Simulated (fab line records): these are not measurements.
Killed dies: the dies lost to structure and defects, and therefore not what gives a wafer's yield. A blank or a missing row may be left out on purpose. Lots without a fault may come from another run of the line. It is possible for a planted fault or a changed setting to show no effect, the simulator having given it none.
A struck lot beside a sound one	flow nand harc	13 out of 1302 route steps
Sound: wafers L209.4, L209.5, L209.6. Struck: wafers L213.1, L213.5, L213.6. At the end, the cause is stated.
Per side, at each step with rows, come the tool, then ch with its chambers, and then its first start. Under that, the readings that differ: sound wafers	struck wafers	difference of the means	sigmas: that difference in standard deviations of wafers without a fault.
alike: readings with means less than 2 such deviations apart, plus words and numbers identical on both sides. not compared: withheld readings, readings lacking a value on some wafer, bounds such as >300 that could conceal the same value, and numbers that have no deviation in the record and whose values overlap.
A row with sigmas, a row that says differs or no value, or rows on one side alone: a step with any of these is where the two part. Numbers that have no deviation but don't overlap get no sigmas and don't part them. Lack of a reading on every wafer of one side parts them only where that side has two or more wafers.

first, 1 step without rows for these wafers: NHARC_A_SLIT_SRD_20.
NHARC_A_SLIT_CD_MEAS_21:
  sound: cd sem-01 at day 25 04:35; struck: cd sem-03 at day 26 13:30
  alike: cd nm
then, 3 steps without rows for these wafers: NHARC_A_SIN_REMOVE_WET_00 (chemistry H3PO4, time 15300 s); NHARC_A_SIN_REMOVE_PRECLEAN_01 (cleans in SC1); NHARC_A_SIN_REMOVE_SRD_02.
NHARC_A_SIN_REMOVE_INSPECT_04:
  sound: defect inspect-01 at day 25 11:16; struck: defect inspect-01 at day 26 19:56
reading	sound	struck	difference	sigmas
raw defect count	342 402 448	860 488 430	+195	+2
NHARC_A_WL_FILL_ALD_00: deposits Al2O3, target thk 3 nm, pulse time 3 s, ald cycles 30.
  sound on ald hk-03 ch 0,3, day 25 11:22; struck on ald hk-03 ch 0,2,3, day 26 20:05
  alike: heater power w, precursor pulse height rel
NHARC_A_WL_FILL_RTA_01: time 5 s.
  sound on rtp anneal-01 ch 0, day 25 11:40; struck on rtp anneal-02 ch 0, day 26 20:16
reading	sound	struck	difference	sigmas
lamp power pct (%)	25.3 25.4 25.4	30.8 30.8 30.7	+5.4	+2
wafer_temp_C_max	1005.6 1005.4 1007.2	1002.2 1003.6 1004.3	-2.7	-2
NHARC_A_WL_FILL_ALD_02: deposits TiN, target thk 2 nm, pulse time 3 s, ald cycles 100.
  sound on ald metal-01 ch 1,2,3, day 25 11:53; struck on ald metal-03 ch 0,2,3, day 26 20:35
  alike: heater power w, precursor pulse height rel
NHARC_A_WL_FILL_CVD_03: deposits W, target thk 40 nm, time 279 s.
  sound on cvd w-01 ch 0,1, day 25 12:20; struck on cvd w-01 ch 0,1, day 26 20:59
  alike: heater power w, throttle valve pct
NHARC_A_WL_FILL_ETCHBACK_04: etches the open film in NF3, target depth 60 nm, time 120 s.
  sound on rie metal-01 ch 0,1, day 25 12:43; struck on rie metal-02 ch 0,1, day 26 21:24
  no value came back on the struck wafers for chamber pressure mTorr (mTorr), drypump motor current A (A), oes product au (a.u.); on the sound wafers chamber pressure mTorr (mTorr) reads 300.17 299.95 300.02
  not compared: rf hours counter h
NHARC_A_WL_FILL_ETCHBACK_05: etches the open film in Cl2/BCl3, target depth 22 nm, time 60 s.
  sound on rie metal-01 ch 0,1, day 25 12:53; struck on rie metal-02 ch 0,1, day 26 21:37
  alike: chamber pressure mTorr, drypump motor current A, oes product au, temp c
  not compared: rf hours counter h
-- break in the record here, with 4 days between the starts of the struck wafers on either side (left off in module A_WL_FILL, picked up again in module END, where the first step shown is number 1302 on the route) --
NHARC_END_SORT_01:
  here the record holds rows for the struck wafers (prober-01 ch 0, day 30 21:13) but none for the sound ones

WHERE THEY PART
First at NHARC_A_SIN_REMOVE_INSPECT_04; last, within this record, at NHARC_END_SORT_01.

WHY: whatever the simulator had introduced
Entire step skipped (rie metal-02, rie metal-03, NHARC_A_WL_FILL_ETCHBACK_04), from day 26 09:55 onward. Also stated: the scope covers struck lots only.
